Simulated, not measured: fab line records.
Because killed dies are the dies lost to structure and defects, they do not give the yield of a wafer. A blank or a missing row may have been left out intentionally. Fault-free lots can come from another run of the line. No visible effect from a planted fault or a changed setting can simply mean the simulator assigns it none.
fab line records	flow n5Finfet
[record] lots = 24	wafers = 72	lastDay = 18
route steps=1938 shown BEOL_M0@731 BEOL_M1@802
lots that met no fault: from a run of the same line without faults
startH: the number of hours between the record's first day and the start of the first shown wafer of the lot	waitH: hours since the lot's step before	" identical to the entry in the row above	L1.1+2: several wafers, shown together as one row	- no value present, or no start provided	* or withheld: withheld	< > ~ a bound
route shown NAME@n: NAME is a module with steps in the file, n the number in the route of the first one	usual: the fault-free wafers' mean and standard deviation	same: alike in all rows	chamber/n: place in a boat	sites: the reading at each site	_std_site: the standard deviation of these	_edge_site: inner sites' mean taken away from outer sites' mean	radiusMm: for every site, how far away it sits from the centre of the wafer	mask NAME#n: copy n	behind: the tool/chamber that last shaped the wafer	hold: why the lot was held/for how many hours/how that ended	device: the n, p or np transistor that did not switch	end of line: at the end of the route, the tests of the same wafers	a step given without rows: its recipe and nothing more	killed: dies that structure and defects cost at the first sort, which is not the same as the wafer's yield	map: per-die view of a wafer (x killed, . not killed, _ where there is no die)
set.NAME: the setting that was run; set.NAME@STEP: the one run at that earlier step	model.NAME: the simulator's own value behind a step, which no gauge read
the route's steps for a sample of lots (tables are steps, rows are wafers)
services: a tool's chamber out of use, with start hour (startH, from the record's first day; less than 0 if before it), hours out, and reason
[[steps]]
[step N5_BEOL_M0_ALD_136]
[recipe] material = TaN	targetThkA = *	tempC = 275	aldPrecursorFamily = PDMAT	aldCoReactant = NH3	pressureTorr = 3	carrierFlowSccm = 1500	pulseTimeS = 2	purgeTimeS = 3	coReactantPurgeTimeS = 2	coReactantPulseTimeS = 3	aldCycles = 30	precursorVesselTempC = 75	precursorVesselPressureTorr = 26.25	precursorVesselCarrierSccm = 1000
[usual] heaterPowerW = 424/49
[same] coReactantPulseTimeS = 3	pulseTimeS = 2
lot.wafer	tool	chamber	startH	waitH	heaterPowerW
L074.3	aldMetal-01	0	117.28	0.0	384
L074.4	"	2	"	"	475
L074.6	"	2	"	"	475
L075.1	aldMetal-03	3	128.96	0.0	418
L075.3	"	0	"	"	332
L075.5	"	2	"	"	417
L076.1	aldMetal-03	3	132.37	0.0	402
L076.4	"	0	"	"	324
L076.6	"	1	"	"	431
L077.3	aldMetal-03	0	137.33	0.0	324
L077.4	"	1	"	"	431
L077.6	"	3	"	"	418
L078.2	aldMetal-01	2	146.60	0.0	490
L078.3	"	1	"	"	426
L078.6	"	2	"	"	473
L079.1	aldMetal-04	0	146.66	0.1	384
L079.4	"	3	"	"	519
L079.6	"	3	"	"	508
L080.4	aldMetal-04	3	154.23	0.1	523
L080.5	"	1	"	"	448
L080.6	"	2	"	"	399
L081.3	aldMetal-04	2	163.21	0.0	397
L081.5	"	3	"	"	523
L081.6	"	2	"	"	392
L082.2	aldMetal-04	1	168.82	0.0	450
L082.4	"	2	"	"	392
L082.5	"	3	"	"	529
L083.1	aldMetal-03	3	176.27	0.1	414
L083.4	"	0	"	"	331
L083.6	"	3	"	"	410
L084.1	aldMetal-04	2	187.91	0.0	393
L084.4	"	1	"	"	454
L084.6	"	3	"	"	529
L085.1	aldMetal-01	1	191.63	0.1	438
L085.2	"	2	"	"	485
L085.3	"	3	"	"	421
L086.2	aldMetal-01	0	194.61	0.2	363
L086.3	"	1	"	"	433
L086.4	"	3	"	"	432
L087.1	aldMetal-04	2	200.07	0.0	401
L087.3	"	0	"	"	396
L087.5	"	2	"	"	391
L088.1	aldMetal-04	1	211.42	0.0	452
L088.4	"	2	"	"	394
L088.5	"	1	"	"	452
L089.1	aldMetal-01	3	211.57	0.1	430
L089.5	"	2	"	"	487
L089.6	"	3	"	"	428
L090.1	aldMetal-04	2	216.30	0.2	381
L090.3	"	0	"	"	384
L090.6	"	3	"	"	526
L091.1	aldMetal-03	2	218.56	0.0	422
L091.2	"	0	"	"	327
L091.4	"	3	"	"	408
L092.1	aldMetal-03	3	225.03	0.1	433
L092.2	"	2	"	"	418
L092.3	"	1	"	"	431
L093.1	aldMetal-03	0	233.48	0.1	323
L093.3	"	3	"	"	419
L093.4	"	2	"	"	417
L094.3	aldMetal-03	1	241.13	0.0	432
L094.4	"	2	"	"	423
L094.6	"	2	"	"	419
L095.2	aldMetal-04	2	241.19	0.0	396
L095.5	"	3	"	"	524
L095.6	"	2	"	"	393
L096.3	aldMetal-03	1	250.03	0.1	435
L096.5	"	1	"	"	436
L096.6	"	2	"	"	421
L097.2	aldMetal-01	3	261.98	0.0	431
L097.3	"	1	"	"	438
L097.5	"	3	"	"	436
[step N5_BEOL_M1_STRIP_97]
[recipe] chemistry = N2/H2	timeS = 10	powerW = 450	tempC = 40	pressureMtorr = 20	rfFrequencyHz = 6e+07	biasPowerW = 7	n2FlowSccm = 200	h2FlowSccm = 200
[usual] drypumpMotorCurrentA = 5.6/0.43	n2FlowSccm = 200.1/0.67	oesProductAu = 0.79/0.088	rfVppV = 59.0/0.81	showerheadPlenumPTorr = 2.53/0.072	throttleValvePct = 23.8/0.43
lot.wafer	tool	chamber	startH	waitH	drypumpMotorCurrentA	n2FlowSccm	oesProductAu	rfHoursCounterH	rfVppV	showerheadPlenumPTorr	throttleValvePct
L074.3	rieDiel-06	2	-	-	6.0	200.2	0.71	203	56.4	2.51	23.4
L074.4	"	3	"	"	6.2	199.7	0.92	22	59.5	2.60	23.8
L074.6	"	1	"	"	5.7	200.6	0.77	-	58.5	2.54	23.8
L075.1	rieDiel-03	2	-	-	5.3	200.0	0.67	243	59.2	2.52	23.7
L075.3	"	1	"	"	5.4	198.8	0.94	6	58.3	2.69	23.5
L075.5	"	1	"	"	5.4	199.6	0.94	-	59.6	2.69	23.5
L076.1	rieDiel-04	0	-	-	5.9	200.3	0.73	176	58.8	2.55	24.1
L076.4	"	3	"	"	5.2	201.4	0.88	33	57.0	2.48	23.8
L076.6	"	3	"	"	5.2	201.1	0.88	-	59.0	2.48	23.8
L077.3	rieDiel-03	0	-	-	5.1	199.7	0.74	187	60.0	2.54	23.8
L077.4	"	2	"	"	5.3	200.9	0.66	248	59.9	2.52	23.7
L077.6	"	0	"	"	5.1	200.2	0.73	-	59.3	2.54	23.8
L078.2	rieDiel-06	3	-	-	6.2	199.6	0.90	27	58.8	2.59	23.8
L078.3	"	1	"	"	5.7	200.7	0.76	164	60.3	2.53	23.8
L078.6	"	1	"	"	5.7	200.4	0.76	-	59.5	2.53	23.8
L080.4	rieDiel-04	0	-	-	5.9	199.5	0.73	180	58.9	2.55	24.1
L080.5	"	1	"	"	5.2	200.9	0.72	-	58.6	2.51	23.5
L080.6	"	2	"	"	5.7	200.8	0.70	-	60.2	2.42	24.5
L079.1	rieDiel-04	3	-	-	5.2	200.1	0.88	39	59.4	2.48	23.8
L079.4	"	2	"	"	5.7	200.9	0.70	227	58.5	2.42	24.5
L079.6	"	3	"	"	5.1	200.4	0.87	-	57.8	2.48	23.8
L081.3	rieDiel-04	3	-	-	5.1	200.2	0.87	41	60.3	2.48	23.8
L081.5	"	0	"	"	5.9	200.9	0.71	-	58.5	2.54	24.1
L081.6	"	3	"	"	5.2	201.0	0.86	-	59.1	2.48	23.8
L082.2	rieDiel-06	3	-	-	6.2	199.7	0.90	32	58.9	2.59	23.8
L082.4	"	1	"	"	5.7	199.7	0.75	170	58.7	2.53	23.8
L082.5	"	0	"	"	5.2	199.8	0.83	-	58.0	2.45	23.2
L083.1	rieDiel-03	1	-	-	5.4	198.8	0.90	21	60.5	2.69	23.6
L083.4	"	3	"	"	6.4	200.2	0.89	52	58.5	2.62	24.6
L083.6	"	0	"	"	5.1	200.1	0.72	-	60.4	2.54	23.9
L084.1	rieDiel-03	2	-	-	5.3	200.8	0.93	11	59.4	2.51	23.2
L084.4	"	1	"	"	5.4	200.4	0.89	28	60.0	2.68	23.6
L084.6	"	2	"	"	5.3	200.3	0.92	-	58.6	2.51	23.2
L085.1	rieDiel-06	2	-	-	6.0	200.4	0.68	228	58.2	2.50	23.4
L085.2	"	3	"	"	6.2	200.2	0.88	42	59.5	2.59	23.8
L085.3	"	1	"	"	5.7	199.9	0.75	181	58.4	2.53	23.8
L086.2	rieDiel-03	0	-	-	5.1	200.9	0.72	206	58.2	2.53	23.9
L086.3	"	2	"	"	5.3	200.0	0.93	12	58.4	2.51	23.2
L086.4	"	3	"	"	6.4	199.1	0.88	59	60.8	2.61	24.6
L087.1	rieDiel-04	0	-	-	5.9	199.9	0.72	190	58.5	2.54	24.1
L087.3	"	1	"	"	5.3	199.8	0.70	209	61.2	2.50	23.5
L087.5	"	3	"	"	5.1	200.6	0.85	-	59.2	2.48	23.8
L089.1	rieDiel-04	1	-	-	5.2	200.9	0.71	212	57.4	2.50	23.5
L089.5	"	2	"	"	5.7	199.8	0.69	-	60.3	2.42	24.5
L089.6	"	3	"	"	5.1	199.3	0.84	-	59.6	2.48	23.8
L088.1	rieDiel-06	3	-	-	6.2	200.8	0.87	45	58.1	2.59	23.8
L088.4	"	1	"	"	5.7	199.6	0.75	185	58.7	2.53	23.8
L088.5	"	2	"	"	6.0	201.3	0.68	-	60.1	2.50	23.4
L090.1	rieDiel-04	3	-	-	5.2	199.9	0.85	49	58.1	2.48	23.8
L090.3	"	2	"	"	5.7	200.2	0.68	238	58.9	2.42	24.6
L090.6	"	1	"	"	5.3	198.6	0.71	-	56.8	2.50	23.5
L091.1	rieDiel-03	0	-	-	5.1	199.9	0.72	215	59.6	2.53	23.9
L091.2	"	2	"	"	5.3	200.1	0.89	20	58.9	2.51	23.2
L091.4	"	3	"	"	6.4	199.8	0.87	67	59.6	2.61	24.6
L092.1	rieDiel-06	3	-	-	6.2	199.2	0.86	55	59.1	2.58	23.8
L092.2	"	1	"	"	5.7	200.2	0.75	193	58.9	2.52	23.8
L092.3	"	2	"	"	6.1	200.1	0.68	239	59.5	2.49	23.5
L093.1	rieDiel-06	1	-	-	5.7	199.7	0.73	195	58.0	2.52	23.8
L093.3	"	3	"	"	6.2	200.3	0.86	56	59.3	2.58	23.8
L093.4	"	0	"	"	5.2	198.4	0.80	93	58.6	2.44	23.2
L096.3	rieDiel-03	1	-	-	5.4	199.5	0.86	40	60.0	2.68	23.6
L096.5	"	0	"	"	5.1	200.0	0.71	-	57.7	2.53	23.9
L096.6	"	3	"	"	6.4	200.1	0.86	-	60.1	2.61	24.6
L094.3	rieDiel-03	2	-	-	5.3	200.2	0.87	24	59.5	2.51	23.3
L094.4	"	1	"	"	5.4	200.9	0.86	41	58.5	2.68	23.6
L094.6	"	3	"	"	6.3	200.1	0.86	-	58.8	2.61	24.6
L095.2	rieDiel-04	0	-	-	5.9	200.2	0.70	211	58.1	2.53	24.1
L095.5	"	0	"	"	5.9	200.5	0.70	-	58.3	2.53	24.1
L095.6	"	3	"	"	5.2	200.3	0.83	-	58.9	2.47	23.8
L097.2	rieDiel-04	0	-	-	5.9	200.1	0.71	216	58.9	2.53	24.1
L097.3	"	2	"	"	5.7	200.2	0.99	2	59.2	2.73	24.4
L097.5	"	2	"	"	5.7	198.7	1.01	-	59.8	2.73	24.4
[step N5_BEOL_M1_OCD_MEAS_38]
[usual] trenchDepthNm = 54.9/1.5
lot.wafer	tool	chamber	startH	waitH	trenchDepthNm
L074.3	ocd-02	-	128.29	-	54.0
L074.4	"	-	"	"	56.3
L074.6	"	-	"	"	55.8
L075.1	ocd-02	-	141.13	-	54.1
L075.3	"	-	"	"	54.7
L075.5	"	-	"	"	54.1
L076.1	ocd-02	-	148.72	-	54.5
L076.4	"	-	"	"	53.9
L076.6	"	-	"	"	53.0
L077.3	ocd-01	-	153.43	-	53.9
L077.4	"	-	"	"	53.5
L077.6	"	-	"	"	54.0
L078.2	ocd-01	-	153.78	-	55.2
L078.3	"	-	"	"	56.5
L078.6	"	-	"	"	56.0
L080.4	ocd-02	-	162.33	-	54.3
L080.5	"	-	"	"	55.0
L080.6	"	-	"	"	56.6
L079.1	ocd-01	-	168.05	-	54.1
L079.4	"	-	"	"	56.3
L079.6	"	-	"	"	53.8
L081.3	ocd-02	-	175.71	-	54.0
L081.5	"	-	"	"	54.0
L081.6	"	-	"	"	54.8
L082.2	ocd-01	-	175.78	-	56.2
L082.4	"	-	"	"	56.3
L082.5	"	-	"	"	53.8
L083.1	ocd-02	-	188.07	-	54.6
L083.4	"	-	"	"	58.1
L083.6	"	-	"	"	54.9
L084.1	ocd-02	-	203.74	-	56.8
L084.4	"	-	"	"	55.3
L084.6	"	-	"	"	56.7
L085.1	ocd-02	-	205.24	-	53.5
L085.2	"	-	"	"	55.5
L085.3	"	-	"	"	56.6
L086.2	ocd-01	-	205.43	-	54.0
L086.3	"	-	"	"	56.4
L086.4	"	-	"	"	57.8
L087.1	ocd-01	-	208.46	-	53.8
L087.3	"	-	"	"	54.1
L087.5	"	-	"	"	52.9
L089.1	ocd-01	-	217.80	-	54.3
L089.5	"	-	"	"	55.2
L089.6	"	-	"	"	52.6
L088.1	ocd-02	-	217.99	-	54.6
L088.4	"	-	"	"	55.8
L088.5	"	-	"	"	52.9
L090.1	ocd-02	-	221.55	-	53.6
L090.3	"	-	"	"	56.2
L090.6	"	-	"	"	53.7
L091.1	ocd-01	-	234.89	-	54.5
L091.2	"	-	"	"	55.9
L091.4	"	-	"	"	57.3
L092.1	ocd-02	-	243.49	-	55.0
L092.2	"	-	"	"	56.7
L092.3	"	-	"	"	53.0
L093.1	ocd-01	-	245.80	-	55.9
L093.3	"	-	"	"	54.9
L093.4	"	-	"	"	51.7
L096.3	ocd-01	-	259.37	-	53.8
L096.5	"	-	"	"	53.6
L096.6	"	-	"	"	57.3
L094.3	ocd-02	-	262.01	-	55.0
L094.4	"	-	"	"	53.7
L094.6	"	-	"	"	57.0
L095.2	ocd-02	-	262.21	-	53.9
L095.5	"	-	"	"	54.3
L095.6	"	-	"	"	53.1
L097.2	ocd-02	-	272.76	-	55.9
L097.3	"	-	"	"	57.0
L097.5	"	-	"	"	56.7
[step N5_BEOL_M1_SURFACE_TREAT_85]
[recipe] gas = Ar	timeS = *	ionEnergyEv = *	ionCurrentMaCm2 = 0.5	pressureMtorr = *	arFlowSccm = 30
[usual] throttleValvePct = *
lot.wafer	tool	chamber	startH	waitH	throttleValvePct
L074.3	pvdSputter-01	-	129.13	0.1	*
L074.4	"	-	"	"	*
L074.6	"	-	"	"	*
L075.1	pvdSputter-01	-	142.72	0.1	*
L075.3	"	-	"	"	*
L075.5	"	-	"	"	*
L076.1	pvdSputter-02	-	149.57	0.2	*
L076.4	"	-	"	"	*
L076.6	"	-	"	"	*
L077.3	pvdSputter-01	-	154.03	0.1	*
L077.4	"	-	"	"	*
L077.6	"	-	"	"	*
L078.2	pvdSputter-02	-	154.63	0.1	*
L078.3	"	-	"	"	*
L078.6	"	-	"	"	*
L080.4	pvdSputter-03	-	163.19	0.2	*
L080.5	"	-	"	"	*
L080.6	"	-	"	"	*
L079.1	pvdSputter-01	-	168.88	0.1	*
L079.4	"	-	"	"	*
L079.6	"	-	"	"	*
L081.3	pvdSputter-02	-	176.41	0.1	*
L081.5	"	-	"	"	*
L081.6	"	-	"	"	*
L082.2	pvdSputter-02	-	176.61	0.1	*
L082.4	"	-	"	"	*
L082.5	"	-	"	"	*
L083.1	pvdSputter-01	-	189.43	0.1	*
L083.4	"	-	"	"	*
L083.6	"	-	"	"	*
L084.1	pvdSputter-02	-	204.84	0.1	*
L084.4	"	-	"	"	*
L084.6	"	-	"	"	*
L085.1	pvdSputter-01	-	206.20	0.1	*
L085.2	"	-	"	"	*
L085.3	"	-	"	"	*
L086.2	pvdSputter-01	-	206.43	0.2	*
L086.3	"	-	"	"	*
L086.4	"	-	"	"	*
L087.1	pvdSputter-03	-	209.55	0.2	*
L087.3	"	-	"	"	*
L087.5	"	-	"	"	*
L089.1	pvdSputter-02	-	218.65	0.1	*
L089.5	"	-	"	"	*
L089.6	"	-	"	"	*
L088.1	pvdSputter-01	-	218.73	0.1	*
L088.4	"	-	"	"	*
L088.5	"	-	"	"	*
L090.1	pvdSputter-03	-	222.55	0.1	*
L090.3	"	-	"	"	*
L090.6	"	-	"	"	*
L091.1	pvdSputter-03	-	236.03	0.4	*
L091.2	"	-	"	"	*
L091.4	"	-	"	"	*
L092.1	pvdSputter-02	-	244.53	0.4	*
L092.2	"	-	"	"	*
L092.3	"	-	"	"	*
L093.1	pvdSputter-01	-	246.82	0.3	*
L093.3	"	-	"	"	*
L093.4	"	-	"	"	*
L096.3	pvdSputter-02	-	260.52	0.2	*
L096.5	"	-	"	"	*
L096.6	"	-	"	"	*
L094.3	pvdSputter-02	-	263.12	0.2	*
L094.4	"	-	"	"	*
L094.6	"	-	"	"	*
L095.2	pvdSputter-03	-	263.42	0.2	*
L095.5	"	-	"	"	*
L095.6	"	-	"	"	*
L097.2	pvdSputter-02	-	273.58	0.1	*
L097.3	"	-	"	"	*
L097.5	"	-	"	"	*
[step N5_BEOL_M1_SPUTTER_81]
[recipe] material = Cu	targetThkA = 45	tempC = -20	chamberPressurePa = 0.07	powerW = withheld	timeS = 8.29
[usual] throttleValvePct = 29.8/0.89
lot.wafer	tool	chamber	startH	waitH	throttleValvePct
L074.3	pvdSputter-01	-	129.89	0.1	28.9
L074.4	"	-	"	"	28.2
L074.6	"	-	"	"	30.2
L075.1	pvdSputter-02	-	143.39	0.1	30.7
L075.3	"	-	"	"	29.9
L075.5	"	-	"	"	29.7
L076.1	pvdSputter-01	-	150.45	0.1	30.2
L076.4	"	-	"	"	28.6
L076.6	"	-	"	"	28.3
L077.3	pvdSputter-03	-	154.76	0.1	30.5
L077.4	"	-	"	"	28.6
L077.6	"	-	"	"	28.3
L078.2	pvdSputter-02	-	155.55	0.1	29.8
L078.3	"	-	"	"	30.8
L078.6	"	-	"	"	30.8
L080.4	pvdSputter-01	-	164.20	0.0	30.0
L080.5	"	-	"	"	28.7
L080.6	"	-	"	"	28.4
L079.1	pvdSputter-03	-	171.44	0.1	31.1
L079.4	"	-	"	"	28.5
L079.6	"	-	"	"	30.5
L081.3	pvdSputter-03	-	177.18	0.1	30.8
L081.5	"	-	"	"	30.7
L081.6	"	-	"	"	30.9
L082.2	pvdSputter-01	-	177.31	0.1	30.4
L082.4	"	-	"	"	30.2
L082.5	"	-	"	"	30.4
L083.1	pvdSputter-01	-	190.37	0.1	28.6
L083.4	"	-	"	"	28.3
L083.6	"	-	"	"	29.8
L084.1	pvdSputter-03	-	205.57	0.1	31.0
L084.4	"	-	"	"	29.0
L084.6	"	-	"	"	30.5
L085.1	pvdSputter-03	-	207.41	0.1	30.7
L085.2	"	-	"	"	30.8
L085.3	"	-	"	"	29.4
L086.2	pvdSputter-02	-	208.72	0.1	30.2
L086.3	"	-	"	"	30.0
L086.4	"	-	"	"	29.8
L087.1	pvdSputter-03	-	210.27	0.1	29.3
L087.3	"	-	"	"	30.4
L087.5	"	-	"	"	30.5
L089.1	pvdSputter-03	-	219.31	0.1	29.2
L089.5	"	-	"	"	29.3
L089.6	"	-	"	"	28.6
L088.1	pvdSputter-02	-	219.55	0.1	30.0
L088.4	"	-	"	"	29.7
L088.5	"	-	"	"	30.8
L090.1	pvdSputter-03	-	223.25	0.1	28.3
L090.3	"	-	"	"	30.6
L090.6	"	-	"	"	29.4
L091.1	pvdSputter-02	-	238.67	0.1	30.1
L091.2	"	-	"	"	31.1
L091.4	"	-	"	"	29.7
L092.1	pvdSputter-03	-	245.19	0.1	28.8
L092.2	"	-	"	"	29.1
L092.3	"	-	"	"	30.2
L093.1	pvdSputter-03	-	247.53	0.1	30.4
L093.3	"	-	"	"	29.1
L093.4	"	-	"	"	28.5
L096.3	pvdSputter-01	-	261.29	0.1	30.0
L096.5	"	-	"	"	30.4
L096.6	"	-	"	"	30.2
L094.3	pvdSputter-03	-	263.90	0.1	29.2
L094.4	"	-	"	"	28.6
L094.6	"	-	"	"	30.6
L095.2	pvdSputter-01	-	264.17	0.1	28.2
L095.5	"	-	"	"	28.2
L095.6	"	-	"	"	28.7
L097.2	pvdSputter-03	-	274.37	0.1	30.4
L097.3	"	-	"	"	31.0
L097.5	"	-	"	"	28.6
[step N5_BEOL_M1_SPUTTER_88]
[recipe] material = Cu	targetThkA = 45	tempC = -20	chamberPressurePa = 0.07	powerW = withheld	timeS = 8.29
[usual] throttleValvePct = 29.8/0.88
lot.wafer	tool	chamber	startH	waitH	throttleValvePct
L074.3	pvdSputter-01	-	130.33	0.1	29.0
L074.4	"	-	"	"	27.9
L074.6	"	-	"	"	30.1
L075.1	pvdSputter-02	-	143.83	0.1	30.6
L075.3	"	-	"	"	30.1
L075.5	"	-	"	"	29.7
L076.1	pvdSputter-01	-	150.89	0.1	30.6
L076.4	"	-	"	"	28.9
L076.6	"	-	"	"	28.2
L077.3	pvdSputter-03	-	155.24	0.1	30.3
L077.4	"	-	"	"	28.7
L077.6	"	-	"	"	28.6
L078.2	pvdSputter-02	-	155.99	0.1	29.7
L078.3	"	-	"	"	30.8
L078.6	"	-	"	"	30.3
L080.4	pvdSputter-01	-	164.64	0.0	30.2
L080.5	"	-	"	"	29.0
L080.6	"	-	"	"	28.6
L079.1	pvdSputter-03	-	171.88	0.1	30.6
L079.4	"	-	"	"	28.7
L079.6	"	-	"	"	30.4
L081.3	pvdSputter-03	-	177.62	0.1	30.9
L081.5	"	-	"	"	30.5
L081.6	"	-	"	"	31.0
L082.2	pvdSputter-01	-	177.75	0.1	30.4
L082.4	"	-	"	"	30.0
L082.5	"	-	"	"	30.6
L083.1	pvdSputter-01	-	190.81	0.1	29.0
L083.4	"	-	"	"	28.4
L083.6	"	-	"	"	30.5
L084.1	pvdSputter-03	-	206.01	0.1	30.8
L084.4	"	-	"	"	29.2
L084.6	"	-	"	"	30.3
L085.1	pvdSputter-03	-	207.85	0.1	31.0
L085.2	"	-	"	"	30.4
L085.3	"	-	"	"	29.1
L086.2	pvdSputter-02	-	209.16	0.1	30.2
L086.3	"	-	"	"	29.8
L086.4	"	-	"	"	29.7
L087.1	pvdSputter-03	-	210.71	0.1	29.4
L087.3	"	-	"	"	30.6
L087.5	"	-	"	"	30.4
L089.1	pvdSputter-03	-	219.75	0.1	29.4
L089.5	"	-	"	"	29.3
L089.6	"	-	"	"	28.6
L088.1	pvdSputter-02	-	219.99	0.1	30.4
L088.4	"	-	"	"	29.7
L088.5	"	-	"	"	30.5
L090.1	pvdSputter-03	-	223.69	0.1	28.8
L090.3	"	-	"	"	30.7
L090.6	"	-	"	"	29.2
L091.1	pvdSputter-02	-	239.11	0.1	30.2
L091.2	"	-	"	"	30.7
L091.4	"	-	"	"	29.7
L092.1	pvdSputter-03	-	245.63	0.1	28.9
L092.2	"	-	"	"	29.2
L092.3	"	-	"	"	30.6
L093.1	pvdSputter-03	-	247.97	0.1	30.5
L093.3	"	-	"	"	29.2
L093.4	"	-	"	"	28.5
L096.3	pvdSputter-01	-	261.73	0.1	30.1
L096.5	"	-	"	"	30.4
L096.6	"	-	"	"	30.0
L094.3	pvdSputter-03	-	264.34	0.1	29.3
L094.4	"	-	"	"	28.6
L094.6	"	-	"	"	30.4
L095.2	pvdSputter-01	-	264.61	0.1	28.2
L095.5	"	-	"	"	28.3
L095.6	"	-	"	"	28.6
L097.2	pvdSputter-03	-	274.81	0.1	30.9
L097.3	"	-	"	"	30.9
L097.5	"	-	"	"	28.7
[[services]]
tool	chamber	startH	hours	kind
rieDiel-03	1	94.69	-	clean
rieDiel-03	1	94.69	-	consumableReplace:focusRing
rieDiel-03	1	94.69	-	consumableReplace:showerhead
aldMetal-04	-	100.51	2.8	pm
pvdSputter-01	-	103.56	0.8	repair
pvdSputter-01	-	112.07	4.3	repair
rieDiel-06	3	133.56	10.2	repair
pvdSputter-02	-	134.70	2.2	repair
pvdSputter-01	-	138.71	1.8	repair
rieDiel-03	1	146.18	2.5	repair
aldMetal-04	-	155.73	4.3	pm
rieDiel-03	-	159.37	0.7	repair
aldMetal-03	-	186.39	1.1	repair
rieDiel-04	-	188.17	14.6	pm
aldMetal-03	-	209.59	8.7	pm
aldMetal-04	-	214.73	0.4	repair
aldMetal-04	-	220.14	1.1	repair
rieDiel-03	-	239.00	15.6	pm
rieDiel-04	2	254.55	-	clean
rieDiel-04	2	254.55	-	consumableReplace:focusRing
rieDiel-04	2	254.55	-	consumableReplace:showerhead
rieDiel-04	2	254.55	11.3	scheduledDown
rieDiel-04	2	254.55	11.3	ventCycle
rieDiel-06	0	267.66	4.5	repair
[[key]]
fault none
